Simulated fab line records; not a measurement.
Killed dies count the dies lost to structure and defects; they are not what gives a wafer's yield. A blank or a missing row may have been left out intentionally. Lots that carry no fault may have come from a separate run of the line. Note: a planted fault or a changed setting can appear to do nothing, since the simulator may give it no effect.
fab line records | flow nandHarc
record: lots: 11 wafers: 33 lastDay: 32
route steps=1302 shown A_CONTACT@1002 THIN_TSV@1246 END@1302
lots with no fault: from the same line, run without faults
startH: hours from the record's first day to the start of the lot's first wafer shown | waitH: how many hours have passed since the lot's step before this one | " same as the row above | L1.1+2: one row covering several wafers at once | - either no value or no given start | * or withheld: withheld | < > ~ a bound
route shown NAME@n: names a module that has steps shown in the file, with the first one's number in the route | usual: average and standard deviation across the fault-free wafers | same: alike in all rows | chamber/n: place in a boat | sites: readings site by site | _std_site: the standard deviation of these | _edge_site: the outer-site mean with the inner-site mean subtracted | radiusMm: for every site, how far away it sits from the centre of the wafer | mask NAME#n: copy n | behind: the tool/chamber that last shaped the wafer | hold: why the lot was held/for how many hours/how that ended | device: which transistor (n, p or np) failed to switch | end of line: tests run on the same wafers once the route is complete | for a step that has no rows: nothing shown but its recipe | killed: count of dies lost to structure and defects at first sort (not the wafer's yield) | map: the dies of a wafer, with x for killed, . for not killed, _ for no die there
set.NAME: the setting the step ran with; set.NAME@STEP: the setting that earlier step ran with | model.NAME: the simulator's own value behind a step, which no gauge read
route steps across a sampled set of lots; one table per step, one row per wafer
services: the hour from which a tool's chamber was out of use, counted from the record's first day as startH (under 0 if before that day), plus the number of hours and why
== steps ==
step: NHARC_A_CONTACT_ETCH_49
recipe: targetDepthA: 2600 overEtchFrac: 0.3 timeS: 475.3 ionEnergyEv: 200 n2FlowSccm: 150 h2FlowSccm: 150 arFlowSccm: 0 rfW: 400 biasW: 150 chemistry: N2/H2
usual: biasW: 150.0/0.44 drypumpMotorCurrentA: 5.9/0.51 oesProductAu: 0.997/0.011 rfVppV: 430.6/2.6 showerheadPlenumPTorr: 2.04/0.093 throttleValvePct: 14.171/0.0096
columns lot.wafer tool chamber startH waitH biasW drypumpMotorCurrentA oesProductAu rfHoursCounterH rfVppV showerheadPlenumPTorr throttleValvePct
L975.3 rieDiel-08 0 488.54 - 149.8 5.6 1.010 20 428.0 1.98 14.156
L975.1 " 2 " " 150.5 5.7 0.978 21 427.7 1.97 14.159
L975.5 " 3 " " 150.5 6.5 1.001 - 430.2 2.01 14.179
L977.4 rieDiel-04 2 500.24 - 150.2 5.1 0.999 42 433.9 2.18 14.178
L977.6 " 0 " " 150.3 6.6 1.007 - 434.4 2.20 14.166
L977.5 " 1 " " 149.6 5.8 1.019 - 429.0 2.01 14.193
L979.3 rieDiel-08 1 528.36 - 150.2 6.6 1.000 23 430.2 2.00 14.151
L979.1 " 3 " " 150.1 6.5 1.006 29 430.7 2.01 14.157
L979.6 " 0 " " 149.7 5.6 1.006 - 428.4 1.97 14.170
L978.2 rieDiel-08 3 528.66 - 150.0 6.5 1.007 30 428.9 2.01 14.163
L978.3 " 1 " " 150.0 6.6 0.997 23 427.9 2.00 14.171
L978.6 " 2 " " 150.5 5.7 0.983 - 429.8 1.97 14.159
L980.2 rieDiel-04 3 546.26 - 149.9 5.5 0.993 0 436.3 2.22 14.152
L980.4 " 0 " " 150.7 6.7 1.002 0 433.9 2.20 14.156
L980.1 " 1 " " 150.0 5.7 1.010 0 428.7 2.00 14.162
L983.1 rieDiel-01 2 578.66 - 149.2 5.9 1.002 1 428.6 2.00 14.172
L983.2 " 0 " " 149.8 5.7 1.018 2 430.2 2.05 14.172
L983.5 " 3 " " 149.9 5.8 1.009 - 427.4 1.91 14.165
L984.4 rieDiel-08 1 579.95 - 149.5 6.7 0.983 5 429.4 2.00 14.165
L984.1 " 2 " " 149.6 5.7 0.965 6 429.5 1.97 14.161
L984.5 " 0 " " 150.1 5.6 0.991 - 429.7 1.97 14.177
L987.4 rieDiel-04 1 624.10 - 150.1 5.7 0.998 25 428.4 1.99 14.170
L987.2 " 2 " " 149.7 5.1 1.008 28 433.7 2.17 14.155
L987.6 " 3 " " 150.2 5.5 0.997 - 435.5 2.21 14.176
L988.1 rieDiel-04 2 628.20 - 149.6 5.1 0.994 29 433.4 2.17 14.166
L988.4 " 3 " " 149.0 5.5 0.990 33 435.3 2.21 14.171
L988.5 " 1 " " 150.0 5.8 0.999 - 429.3 1.99 14.182
L990.4 rieDiel-08 2 650.32 - 150.1 5.7 0.982 18 429.2 1.96 14.173
L990.2 " 0 " " 150.1 5.6 0.995 18 429.8 1.97 14.157
L990.1 " 1 " " 150.7 6.6 0.989 18 429.2 2.00 14.192
L996.3 rieDiel-04 0 700.22 - 150.4 6.7 0.990 56 434.6 2.18 14.168
L996.1 " 2 " " 150.4 5.1 0.990 50 433.3 2.16 14.160
L996.6 " 0 " " 151.3 6.6 0.999 - 434.5 2.18 14.171
step: NHARC_THIN_TSV_THK_MEAS_02
recipe: thkMeasGauge: ir
usual: thkNm: 2919/210
columns lot.wafer tool chamber startH waitH thkNm
L975.1 filmMetro-01 - 547.80 - 2844
L975.3 " - " " 2737
L975.5 " - " " 2835
L977.4 filmMetro-01 - 556.72 - 2534
L977.5 " - " " 2852
L977.6 " - " " 2279
L979.1 filmMetro-02 - 582.71 - 2978
L979.3 " - " " 2969
L979.6 " - " " 2888
L978.2 filmMetro-02 - 583.93 0.2 3020
L978.3 " - " " 2976
L978.6 " - " " 2904
L980.1 filmMetro-02 - 604.84 - 2883
L980.2 " - " " 3015
L980.4 " - " " 2918
L983.1 filmMetro-02 - 631.26 - 2596
L983.2 " - " " 2636
L983.5 " - " " 2669
L984.1 filmMetro-01 - 635.38 0.2 2893
L984.4 " - " " 2919
L984.5 " - " " 2779
L988.1 filmMetro-01 - 680.51 - 3241
L988.4 " - " " 3186
L988.5 " - " " 2974
L987.2 filmMetro-01 - 681.71 - 2970
L987.4 " - " " 3185
L987.6 " - " " 2897
L990.1 filmMetro-01 - 717.36 0.2 2763
L990.2 " - " " 2991
L990.4 " - " " 2944
L996.1 filmMetro-02 - 759.18 - 2939
L996.3 " - " " 3057
L996.6 " - " " 3222
step: NHARC_THIN_TSV_DESCUM_14
recipe: timeS: 3 o2FlowSccm: 200 arFlowSccm: 0 biasPowerW: 0 chemistry: O2
usual: drypumpMotorCurrentA: 5.7/0.6 oesProductAu: 0.999/0.01 rfVppV: 57.8/0.93 showerheadPlenumPTorr: 1.90/0.072 throttleValvePct: 11.310/0.0083
columns lot.wafer tool chamber startH waitH drypumpMotorCurrentA oesProductAu rfHoursCounterH rfVppV showerheadPlenumPTorr throttleValvePct
L975.1 rieDiel-05 3 549.01 - 5.7 1.003 7.6 58.3 1.91 11.309
L975.3 " 2 " " 5.3 1.011 8.4 56.8 1.85 11.317
L975.5 " 2 " " 5.2 1.018 - 57.7 1.85 11.304
L977.4 rieDiel-05 1 557.81 - 6.5 1.017 7.1 59.1 1.80 11.313
L977.5 " 1 " " 6.5 1.016 - 57.3 1.80 11.314
L977.6 " 2 " " 5.2 1.020 - 56.9 1.85 11.314
L979.1 rieDiel-13 3 583.93 - 6.3 1.006 2.4 58.1 1.95 11.314
L979.3 " 0 " " 6.7 0.995 2.2 55.1 1.84 11.312
L979.6 " 3 " " 6.3 1.002 - 57.7 1.95 11.310
L978.3 rieDiel-13 2 585.15 - 5.3 0.998 3.6 56.8 1.86 11.315
L978.2 " 0 " " 6.7 0.987 2.4 57.7 1.84 11.293
L978.6 " 2 " " 5.3 1.000 - 57.8 1.86 11.303
L980.1 rieDiel-05 2 606.06 - 5.3 0.990 0.5 58.9 1.85 11.300
L980.4 " 3 " " 5.7 0.988 0.5 57.0 1.91 11.294
L980.2 " 0 " " 5.0 0.988 0.6 56.8 1.93 11.301
L983.1 rieDiel-13 1 632.48 - 5.1 1.002 5.1 58.6 2.03 11.310
L983.2 " 3 " " 6.3 0.998 4.9 57.0 1.95 11.294
L983.5 " 0 " " 6.7 0.996 - 56.3 1.83 11.325
L984.4 rieDiel-05 0 636.72 - 5.0 0.974 2.2 59.2 1.93 11.307
L984.1 " 2 " " 5.2 0.997 1.6 57.7 1.85 11.317
L984.5 " 0 " " 5.0 0.976 - 57.4 1.93 11.320
L988.4 rieDiel-05 2 681.61 - 5.3 1.002 3.8 56.8 1.85 11.304
L988.1 " 3 " " 5.7 0.986 4.1 56.0 1.91 11.301
L988.5 " 1 " " 6.5 1.004 - 57.8 1.79 11.296
L987.4 rieDiel-13 2 682.79 - 5.3 0.997 8.1 54.9 1.85 11.309
L987.2 " 3 " " 6.3 1.000 7.9 58.9 1.95 11.311
L987.6 " 2 " " 5.3 0.998 - 57.5 1.85 11.314
L990.2 rieDiel-13 2 718.58 - 5.3 1.002 0.8 59.0 1.85 11.309
L990.1 " 3 " " 6.3 0.988 0.8 57.0 1.95 11.311
L990.4 " 0 " " 6.7 1.022 0.7 57.5 1.83 11.299
L996.1 rieDiel-05 3 760.39 - 5.7 1.002 10.3 57.8 1.90 11.316
L996.3 " 1 " " 6.4 1.015 8.6 58.4 1.79 11.323
L996.6 " 3 " " 5.7 1.010 - 57.9 1.90 11.321
step: NHARC_THIN_TSV_DESCUM_35
recipe: timeS: 3 o2FlowSccm: 200 arFlowSccm: 0 biasPowerW: 0 chemistry: O2
usual: drypumpMotorCurrentA: 5.8/0.62 oesProductAu: 0.998/0.0095 rfVppV: 57.8/0.8 showerheadPlenumPTorr: 1.91/0.071 throttleValvePct: 11.311/0.011
columns lot.wafer tool chamber startH waitH drypumpMotorCurrentA oesProductAu rfHoursCounterH rfVppV showerheadPlenumPTorr throttleValvePct
L975.1 rieDiel-13 2 555.06 - 5.3 0.999 1.1 57.7 1.86 11.331
L975.3 " 1 " " 5.1 0.990 1.3 57.7 2.03 11.310
L975.5 " 2 " " 5.3 1.003 - 56.0 1.86 11.319
L977.4 rieDiel-13 2 563.93 - 5.3 1.003 2.4 59.4 1.86 11.300
L977.5 " 3 " " 6.3 1.009 - 58.1 1.95 11.316
L977.6 " 0 " " 6.7 0.990 - 57.3 1.84 11.303
L979.1 rieDiel-13 3 589.69 - 6.2 1.003 3.5 57.0 1.95 11.316
L979.3 " 2 " " 5.3 1.016 4.0 57.5 1.86 11.308
L979.6 " 0 " " 6.7 0.995 - 56.5 1.83 11.302
L978.2 rieDiel-13 3 593.30 - 6.3 0.997 3.6 58.7 1.95 11.305
L978.3 " 1 " " 5.1 1.000 3.9 58.8 2.03 11.310
L978.6 " 2 " " 5.3 1.008 - 57.6 1.86 11.302
L980.1 rieDiel-05 0 611.85 - 5.0 0.989 1.5 57.8 1.93 11.309
L980.2 " 1 " " 6.5 1.005 1.2 56.4 1.79 11.301
L980.4 " 2 " " 5.3 0.987 1.0 56.3 1.85 11.322
L983.1 rieDiel-13 3 638.65 - 6.3 0.999 5.3 57.6 1.95 11.298
L983.2 " 1 " " 5.1 0.995 5.8 58.3 2.03 11.310
L983.5 " 3 " " 6.3 0.996 - 57.7 1.95 11.311
L984.4 rieDiel-05 3 642.64 - 5.7 0.989 2.4 57.2 1.91 11.306
L984.1 " 1 " " 6.4 1.008 2.5 58.5 1.79 11.308
L984.5 " 3 " " 5.7 0.996 - 58.1 1.91 11.318
L988.4 rieDiel-05 2 687.49 - 5.2 0.999 4.4 56.9 1.85 11.303
L988.1 " 3 " " 5.7 0.997 5.1 58.0 1.91 11.329
L988.5 " 3 " " 5.7 0.997 - 56.1 1.91 11.315
L987.4 rieDiel-13 3 688.71 - 6.3 1.008 8.4 57.1 1.95 11.312
L987.2 " 0 " " 6.7 0.999 8.0 58.1 1.83 11.307
L987.6 " 1 " " 5.1 0.998 - 59.4 2.03 11.296
L990.2 rieDiel-13 2 724.56 - 5.3 1.003 1.2 57.5 1.85 11.300
L990.4 " 3 " " 6.3 0.994 1.4 58.5 1.95 11.314
L990.1 " 0 " " 6.7 0.998 1.4 57.5 1.83 11.306
L996.3 rieDiel-11 3 766.53 - 4.7 0.989 7.5 57.7 1.86 11.312
L996.1 " 1 " " 5.9 0.987 7.3 57.0 2.01 11.320
L996.6 " 2 " " 5.6 0.993 - 58.4 1.94 11.308
step: NHARC_END_SORT_01
recipe: tempC: 25
usual: killedAtArray: 53/21 killedAtOther: 0.8/1.1 killedAtPeriphery: 4.2/2.7 killedDies: 58/22 killedOpen: 3.4/1.9 killedShort: 2.5/1.6
same: grossDies: 677
columns lot.wafer tool chamber startH waitH killedAtArray killedAtOther killedAtPeriphery killedDies killedOpen killedShort
L996.1 prober-02 0 773.83 2.5 118 0 1 119 0 2
L996.3 prober-02 0 775.43 3.1 112 0 4 116 5 1
L996.6 prober-02 0 777.83 4.0 119 0 2 121 6 3
killed by level:class
L996.1 A_CONTACT:unspecified=47 A_SLIT:chamberFilmFlake=35 A_CHANNEL_HOLE_D2:chamberFilmFlake=20 A_CONTACT:chamberFilmFlake=7 A_STAIRCASE:chamberFilmFlake=6 A_ONON_D2:geometricParticle:short=1 A_CHANNEL_FILL_D2:geometricParticle:short=1 P_ZERO_WELL:chamberFilmFlake=1
L996.3 A_CONTACT:unspecified=49 A_SLIT:chamberFilmFlake=29 A_CHANNEL_HOLE_D2:chamberFilmFlake=20 A_CONTACT:chamberFilmFlake=5 A_CONTACT:geometricParticle:open=3 P_CONTACT:chamberFilmFlake=2 A_STAIRCASE:chamberFilmFlake=2 P_M2:geometricParticle:open=1
L996.6 A_CONTACT:unspecified=47 A_SLIT:chamberFilmFlake=33 A_CHANNEL_HOLE_D2:chamberFilmFlake=23 A_STAIRCASE:chamberFilmFlake=6 A_CONTACT:chamberFilmFlake=3 A_WL_FILL:geometricParticle:short=2 P_M2:geometricParticle:open=1 P_M2:geometricParticle:short=1
== services ==
columns tool chamber startH hours kind
rieDiel-13 0 470.49 8.1 repair
rieDiel-13 - 471.41 0.2 repair
rieDiel-13 3 476.78 6.5 repair
rieDiel-04 - 486.02 0.6 repair
rieDiel-05 1 506.23 16.4 repair
rieDiel-13 - 519.08 9.0 pm
rieDiel-05 3 526.69 4.7 repair
rieDiel-04 - 535.83 9.0 pm
rieDiel-08 - 545.31 9.0 pm
rieDiel-05 1 547.75 3.1 repair
rieDiel-13 - 574.86 1.1 repair
rieDiel-05 - 583.60 9.0 pm
rieDiel-13 2 609.36 2.9 repair
rieDiel-05 - 631.67 1.0 repair
rieDiel-04 2 634.37 5.1 repair
rieDiel-13 2 636.52 5.3 repair
rieDiel-13 - 696.08 9.0 pm
rieDiel-05 1 696.34 12.7 repair
rieDiel-08 1 709.58 7.9 repair
rieDiel-04 - 712.83 9.0 pm
rieDiel-05 0 715.05 33.4 repair
rieDiel-08 - 722.31 9.0 pm
rieDiel-05 0 750.33 11.7 repair
rieDiel-05 - 760.95 9.0 pm
== key ==
firstSign: step: NHARC_END_SORT_01 reading: killedAtArray direction: up sigmas: 3 usual: 53 struck: 116
effect: step: NHARC_END_SORT_01 reading: killedDies direction: up sigmas: 2.8 usual: 58 struck: 119
moreKillsBornAt: NHARC_A_CONTACT_ETCH_49@rieDiel-04: 142
metAt NHARC_A_CONTACT_ETCH_49
struckLots L996
testerLeftOut L996
notActingAt NHARC_THIN_TSV_THK_MEAS_02,NHARC_THIN_TSV_DESCUM_14,NHARC_THIN_TSV_DESCUM_35
onsetBetween 628.20 700.22
alsoFits time
fault: kind: chamberParticleSource tool: rieDiel-04 chamber: - onsetH: 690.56 steps: NHARC_A_CONTACT_ETCH_49 ratePerVisitCm2: 0.58847 endH: 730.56
testerLeftOut: of these lots the tester's yield and bins aren't shown, on N5 and GAA mostly nor the transistor test; their killed dies are dies lost to structure and defects alone, not to doping, threshold or leakage, so they don't give the yield
